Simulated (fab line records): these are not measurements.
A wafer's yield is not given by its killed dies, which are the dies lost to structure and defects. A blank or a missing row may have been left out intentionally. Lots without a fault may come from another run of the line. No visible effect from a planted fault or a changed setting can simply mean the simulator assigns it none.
Which tool did it? + flow n5-finfet + 36 wafers sampled from 12 lots at 1 step of a route of 1938

WHAT THE GAUGES READ, wafer by wafer
N5_BEOL_M3_THK_MEAS_53: measures by xrf.
| lot  | measured     | on            | M3_THK (nm)    |
|------|--------------|---------------|----------------|
| L075 | day 7 15:00  | film-metro-02 | 45.2 41.8 42.1 |
| L078 | day 8 05:43  | film-metro-01 | 37.0 36.1 41.3 |
| L079 | day 8 13:08  | film-metro-02 | 40.9 39.8 40.0 |
| L081 | day 8 21:43  | film-metro-01 | 43.0 44.6 44.4 |
| L083 | day 9 15:40  | film-metro-02 | 37.6 40.5 44.6 |
| L085 | day 9 23:19  | film-metro-01 | 41.2 40.3 39.6 |
| L087 | day 10 15:29 | film-metro-02 | 42.1 37.5 41.0 |
| L088 | day 11 08:04 | film-metro-01 | 36.4 40.9 38.8 |
| L091 | day 11 14:20 | film-metro-01 | 37.9 39.4 41.2 |
| L092 | day 12 00:32 | film-metro-01 | 38.1 40.5 41.4 |
| L095 | day 12 08:47 | film-metro-01 | 36.4 37.6 41.6 |
| L097 | day 13 10:23 | film-metro-02 | 39.0 40.8 40.4 |

TOOL THAT RAN EACH LOT (tool first, then ch and the chambers of the sampled wafers, then the start)
The record holds no process step before these readings.

THE ANSWER, worked out from the rows above alone
Rule: the lots themselves supply what counts as usual. Put in order of their means at a reading, lots are off if they are a third of the lots or fewer, leave a main group of 4 or more, and stand apart from it by a gap of 3 or more times the standard deviation of the main group's means; of several such gaps the widest counts. If all means in a main group match to the digits the tables above print for the reading, that group is not used. A lot without any number at a reading at which 4 lots or more have one is off too. All remaining lots with rows at the step are treated as sound.
Across all readings shown, no lot is off: no conclusion can be drawn from this.

WHAT WAS PUT IN BY THE SIMULATOR
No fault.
